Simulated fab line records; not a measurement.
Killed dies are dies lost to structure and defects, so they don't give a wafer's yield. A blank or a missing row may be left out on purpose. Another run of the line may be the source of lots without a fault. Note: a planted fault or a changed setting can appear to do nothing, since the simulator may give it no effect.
What tool caused it? | flow n5 finfet | 9 lots with 27 wafers sampled at 6 steps, on a route of 1938 steps

== WHAT EACH GAUGE READ, for each wafer ==
N5_STI_FIN_REVEAL_INSPECT_13: inspects for defects (darkfield). Usual: raw defect count reads 10 (standard deviation 4.5).
lot  | measured    | on                | raw defect count | flag
L701 | day 2 14:37 | defect inspect-02 | 17 8 7           |
L702 | day 2 20:32 | defect inspect-01 | 15 3 9           |
L703 | day 3 02:06 | defect inspect-02 | 17 7 22          |
L707 | day 4 02:55 | defect inspect-02 | 12 11 9          |
L713 | day 5 15:28 | defect inspect-01 | 758 664 748      | OFF
L716 | day 6 07:09 | defect inspect-02 | 727 726 715      | OFF
L718 | day 6 18:49 | defect inspect-02 | 26 6 14          |
L720 | day 7 09:50 | defect inspect-02 | 17 11 13         |
L723 | day 8 04:49 | defect inspect-01 | 5 8 12           |

N5_DUMMY_GATE_THK_MEAS_05. Usual: thk nm reads 72.2 nm (standard deviation 0.98).
lot  | measured    | on            | thk nm (nm)    | flag
L701 | day 2 18:47 | film metro-01 | 72.5 73.3 72.0 |
L702 | day 3 00:42 | film metro-02 | 70.9 70.8 70.8 |
L703 | day 3 06:51 | film metro-01 | 71.7 72.2 70.9 |
L707 | day 4 08:55 | film metro-01 | 73.5 72.6 73.3 |
L713 | day 5 19:39 | film metro-01 | 71.7 72.1 70.6 |
L716 | day 6 11:20 | film metro-01 | 71.7 72.0 71.9 |
L718 | day 6 23:29 | film metro-02 | 72.2 71.7 72.5 |
L720 | day 7 14:01 | film metro-02 | 71.4 71.8 72.9 |
L723 | day 8 10:59 | film metro-01 | 71.2 73.2 72.3 |

N5_BEOL_M4_RC_MEAS_101. Usual: DIBL_N 35.7 mV/V, standard deviation 1.3; DIBL_P 35.4 mV/V, standard deviation 1.8; IOFF_N 0.152 nA/um, standard deviation 0.027; IOFF_P 0.20 nA/um, standard deviation 0.034; ION_N 672 uA/um, standard deviation 9.8; ION_P 461 uA/um, standard deviation 7.5; SS_N 71.4 mV/dec, standard deviation 0.55; SS_P 73.1 mV/dec, standard deviation 0.61; VT_N 251 mV, standard deviation 3.3; VT_P -251 mV, standard deviation 3.6.
lot  | measured     | on        | DIBL_N (mV/V)  | DIBL_P (mV/V)  | IOFF_N (nA/um)    | IOFF_P (nA/um) | ION_N (uA/um) | ION_P (uA/um) | SS_N (mV/dec)  | SS_P (mV/dec)  | VT_N (mV)   | VT_P (mV)      | flag
L701 | day 7 18:44  | prober-02 | 37.2 35.0 35.2 | 39.2 38.2 36.6 | 0.199 0.160 0.161 | 0.27 0.24 0.22 | 681 672 684   | 469 465 467   | 72.2 71.1 71.0 | 74.2 73.9 73.7 | 247 248 248 | -244 -246 -247 |
L702 | day 7 23:58  | prober-01 | 34.0 35.2 34.4 | 32.5 34.1 34.2 | 0.114 0.133 0.126 | 0.16 0.18 0.18 | 661 670 659   | 457 464 452   | 70.3 70.6 71.3 | 72.7 73.5 73.0 | 255 253 255 | -255 -251 -250 |
L703 | day 8 11:07  | prober-01 | 38.6 34.7 34.8 | 38.5 32.9 34.2 | 0.217 0.139 0.144 | 0.30 0.21 0.22 | 674 671 673   | 468 463 460   | 72.4 71.0 71.6 | 74.4 72.9 73.5 | 248 251 251 | -244 -249 -248 |
L707 | day 9 08:35  | prober-02 | 35.7 35.7 35.1 | 36.7 36.7 36.3 | 0.162 0.163 0.152 | 0.23 0.23 0.22 | 680 678 678   | 468 467 467   | 71.3 71.4 71.0 | 72.6 72.1 73.0 | 247 247 249 | -247 -248 -247 |
L713 | day 11 00:10 | prober-02 | 35.2 34.1 35.6 | 34.3 33.3 35.7 | 0.139 0.125 0.146 | 0.16 0.15 0.17 | 649 659 653   | 445 449 445   | 71.2 70.1 71.2 | 73.1 73.0 73.2 | 252 251 254 | -256 -256 -256 |
L716 | day 11 16:05 | prober-01 | 35.6 35.8 37.4 | 34.7 35.1 37.0 | 0.137 0.145 0.172 | 0.17 0.18 0.21 | 675 665 670   | 451 456 454   | 71.7 71.5 71.8 | 73.1 73.2 73.4 | 254 253 250 | -254 -256 -251 |
L718 | day 12 15:07 | prober-01 | 34.7 33.4 35.4 | 33.2 31.7 35.0 | 0.143 0.122 0.164 | 0.19 0.17 0.21 | 674 666 676   | 463 462 469   | 72.2 71.8 72.1 | 73.0 73.3 73.5 | 252 254 252 | -249 -251 -249 |
L720 | day 12 11:26 | prober-01 | 35.3 34.3 34.0 | 34.9 33.2 33.3 | 0.143 0.123 0.126 | 0.18 0.17 0.18 | 676 666 667   | 459 457 460   | 71.4 70.4 70.9 | 72.9 72.6 72.6 | 252 254 252 | -253 -254 -252 |
L723 | day 13 20:10 | prober-01 | 34.3 36.4 35.3 | 34.6 36.6 35.2 | 0.123 0.150 0.124 | 0.18 0.20 0.17 | 663 673 667   | 458 464 456   | 71.2 71.5 71.2 | 72.0 73.5 72.7 | 253 250 253 | -252 -250 -251 |

== TOOL THAT RAN EACH LOT (tool first, then ch and the chambers of the sampled wafers, then the start) ==
lot  | N5_FIN_CUT_ETCH_21                | N5_STI_FIN_REVEAL_PRECLEAN_29      | N5_STI_FIN_REVEAL_OXIDATION_31
L701 | rie diel-02 ch 0,2,3, day 2 04:38 | wet bench-01 ch 4,5,7, day 2 11:25 | plasma asher-02 ch 0,1, day 2 13:38
L702 | rie diel-04 ch 0,1,2, day 2 09:30 | wet bench-05 ch 2,3,5, day 2 17:31 | plasma asher-01 ch 0,1, day 2 19:52
L703 | rie diel-04 ch 0,1,3, day 2 15:35 | wet bench-01 ch 1,4,5, day 2 23:16 | plasma asher-01 ch 0,1, day 3 01:28
L707 | rie diel-02 ch 1,2,3, day 3 17:06 | wet bench-05 ch 0,4,6, day 4 00:04 | plasma asher-02 ch 0,1, day 4 02:19
L713 | rie diel-04 ch 0,1,2, day 5 05:56 | wet bench-05 ch 1,5,7, day 5 12:37 | plasma asher-02 ch 1, day 5 14:50
L716 | rie diel-02 ch 1,2, day 5 21:35   | wet bench-05 ch 4,6,7, day 6 04:17 | plasma asher-01 ch 0,1, day 6 06:29
L718 | rie diel-04 ch 1,2, day 6 08:49   | wet bench-01 ch 0,1,7, day 6 15:59 | plasma asher-02 ch 0,1, day 6 18:11
L720 | rie diel-02 ch 0,3, day 6 22:32   | wet bench-01 ch 0,1,7, day 7 06:31 | plasma asher-02 ch 0,1, day 7 08:44
L723 | rie diel-04 ch 1,2, day 7 18:09   | wet bench-01 ch 2,3,4, day 8 01:58 | plasma asher-02 ch 0,1, day 8 04:10
- N5_FIN_CUT_ETCH_21: etches SOC in N2/H2, target depth 219 nm, overetch 43.8 nm, time 523.5 s.
- N5_STI_FIN_REVEAL_PRECLEAN_29: cleans in DHF, time 30 s.
- N5_STI_FIN_REVEAL_OXIDATION_31: chemistry O2 PLASMA REMOTE, time 20 s.

== AS READ BY THE TOOLS THEMSELVES (means over the sampled wafers that have a number; for cases with no such wafer, the mark the record gives instead) ==
N5_FIN_CUT_ETCH_21. Usual: bias w 61.00 W, standard deviation 0.16; drypump motor current A 5.8 A, standard deviation 0.48; oes product au 0.68 a.u., standard deviation 0.042; rf vpp V 240.4 V, standard deviation 1.3; showerhead plenum p Torr 2.53 Torr, standard deviation 0.083; throttle valve pct 17.81 %, standard deviation 0.18.
lot  | tool        | bias w (W) | drypump motor current A (A) | oes product au (a.u.) | rf vpp V (V) | showerhead plenum p Torr (Torr) | throttle valve pct (%) | flag
L701 | rie diel-02 | 61.08      | 5.7                         | 0.67                  | 241.1        | 2.56                            | 17.76                  |
L702 | rie diel-04 | 60.94      | 5.8                         | 0.69                  | 240.1        | 2.57                            | 17.88                  |
L703 | rie diel-04 | 60.97      | 5.9                         | 0.71                  | 240.9        | 2.58                            | 17.88                  |
L707 | rie diel-02 | 61.15      | 5.7                         | 0.67                  | 239.9        | 2.49                            | 17.54                  |
L713 | rie diel-04 | 61.16      | 5.8                         | 0.67                  | 241.3        | 2.57                            | 17.91                  |
L716 | rie diel-02 | 60.98      | 5.3                         | 0.66                  | 239.9        | 2.44                            | 17.52                  |
L718 | rie diel-04 | 61.06      | 5.8                         | 0.66                  | 240.9        | 2.55                            | 17.91                  |
L720 | rie diel-02 | 61.11      | 5.9                         | 0.68                  | 241.4        | 2.57                            | 17.94                  |
L723 | rie diel-04 | 61.13      | 6.0                         | 0.68                  | 241.6        | 2.60                            | 17.83                  |

N5_STI_FIN_REVEAL_OXIDATION_31. Usual: drypump motor current A 5.4 A, standard deviation 0.49; heater power w 139 W, standard deviation 26.
lot  | tool            | drypump motor current A (A) | heater power w (W) | flag
L701 | plasma asher-02 | 5.8                         | 139                |
L702 | plasma asher-01 | 5.0                         | 147                |
L703 | plasma asher-01 | 5.0                         | 147                |
L707 | plasma asher-02 | 5.8                         | 140                |
L713 | plasma asher-02 | 6.0                         | 98                 |
L716 | plasma asher-01 | 4.8                         | 156                |
L718 | plasma asher-02 | 5.8                         | 137                |
L720 | plasma asher-02 | 5.9                         | 119                |
L723 | plasma asher-02 | 5.9                         | 120                |

== THE ANSWER, worked out from the rows above alone ==
Rule: a lot counts as off when the mean over its wafers that have a number is more than 3 standard deviations away from the usual mean. Also off: a lot with no number at a reading for which 4 or more lots have one. The other lots that the step has rows for count as sound. First the gauges in route order, then the tools' own readings, where a lot's mean is used as printed above. The first step at which some lot is off is used, and at that step the reading that is off furthest; a lot without a number counts as furthest.
Off at N5_STI_FIN_REVEAL_INSPECT_13 (raw defect count): L713, L716.
If a tool, at a process step before that reading, ran all the lots that are off and no sound lot after the first of them, it fits. Gauges at N5_STI_FIN_REVEAL_INSPECT_13: tried the same way as those tools. One fits: wet bench-05 at N5_STI_FIN_REVEAL_PRECLEAN_29. Its last sound lot is L707 (day 4 00:04), its first lot that is off L713 (day 5 12:37): a fault that began between those two fits.

== WHAT THE SIMULATOR HAD INSERTED ==
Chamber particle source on wet bench-05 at N5_STI_FIN_REVEAL_PRECLEAN_29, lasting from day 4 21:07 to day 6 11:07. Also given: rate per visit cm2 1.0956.
Shown lots that were struck: L713, L716. The rule above reached the same finding.
